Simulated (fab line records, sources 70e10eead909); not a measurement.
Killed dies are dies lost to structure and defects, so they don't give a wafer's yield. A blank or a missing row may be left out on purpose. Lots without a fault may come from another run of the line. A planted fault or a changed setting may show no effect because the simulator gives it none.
Chamber matching | flow nand_harc | NHARC_A_STAIRCASE_DEP_322 on pecvd-01: 3 sister chambers
The step deposits SiO2, target thk 3800 nm. 24 wafers are shown with their chamber, then 12 later ones without.

WAFERS WITH THEIR CHAMBER
wafer  | chamber | heater_power_w (W)
L074.3 | 0       | 874
L074.4 | 2       | 657
L074.5 | 0       | 713
L075.1 | 2       | 642
L075.3 | 1       | 801
L075.6 | 2       | 651
L077.1 | 1       | 795
L077.3 | 2       | 719
L077.5 | 2       | 638
L080.1 | 1       | 753
L080.4 | 2       | 652
L080.5 | 1       | 641
L083.2 | 0       | 719
L083.4 | 1       | 634
L083.5 | 0       | 700
L088.1 | 0       | 864
L088.3 | 2       | 662
L088.6 | 0       | 701
L091.2 | 0       | 771
L091.3 | 1       | 725
L091.4 | 2       | 642
L087.2 | 2       | 731
L087.3 | 0       | 837
L087.5 | 1       | 653

SIGNATURES (means of the wafers above)
reading        | chamber 0 | chamber 1 | chamber 2 | scatter within a chamber
heater_power_w | 772.38    | 714.57    | 666.00    | 61.8
Rule: a wafer's distance from a chamber is the root of the sum, over the readings, of the square of ((its reading less the chamber's mean) divided by the reading's scatter). The wafer belongs to the nearest chamber; if the next one is less than 2 further off, it can't be placed. The scatter: the root of (the sum of the squares of (reading less its chamber's mean) over the shown wafers, divided by (wafers less chambers)).

WAFERS WITHOUT THEIR CHAMBER
wafer  | heater_power_w (W)
L092.1 | 779
L092.3 | 646
L092.6 | 632
L092.2 | 831
L092.4 | 698
L092.5 | 701
L096.1 | 814
L096.2 | 809
L096.4 | 714
L097.2 | 866
L097.3 | 767
L097.5 | 658

WHICH CHAMBER EACH WENT THROUGH
wafer  | from the rows above          | in truth
L092.1 | can't be placed: 0 or 1 or 2 | 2
L092.3 | can't be placed: 2 or 1 or 0 | 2
L092.6 | can't be placed: 2 or 1 or 0 | 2
L092.2 | can't be placed: 0 or 1 or 2 | 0
L092.4 | can't be placed: 1 or 2 or 0 | 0
L092.5 | can't be placed: 1 or 2 or 0 | 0
L096.1 | can't be placed: 0 or 1 or 2 | 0
L096.2 | can't be placed: 0 or 1 or 2 | 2
L096.4 | can't be placed: 1 or 2 or 0 | 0
L097.2 | can't be placed: 0 or 1 or 2 | 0
L097.3 | can't be placed: 0 or 1 or 2 | 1
L097.5 | can't be placed: 2 or 1 or 0 | 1
Placed correctly: 0 of 12. Can't be placed from these rows: 12 (the true chamber is among the candidates in 12). Placed wrongly: 0.
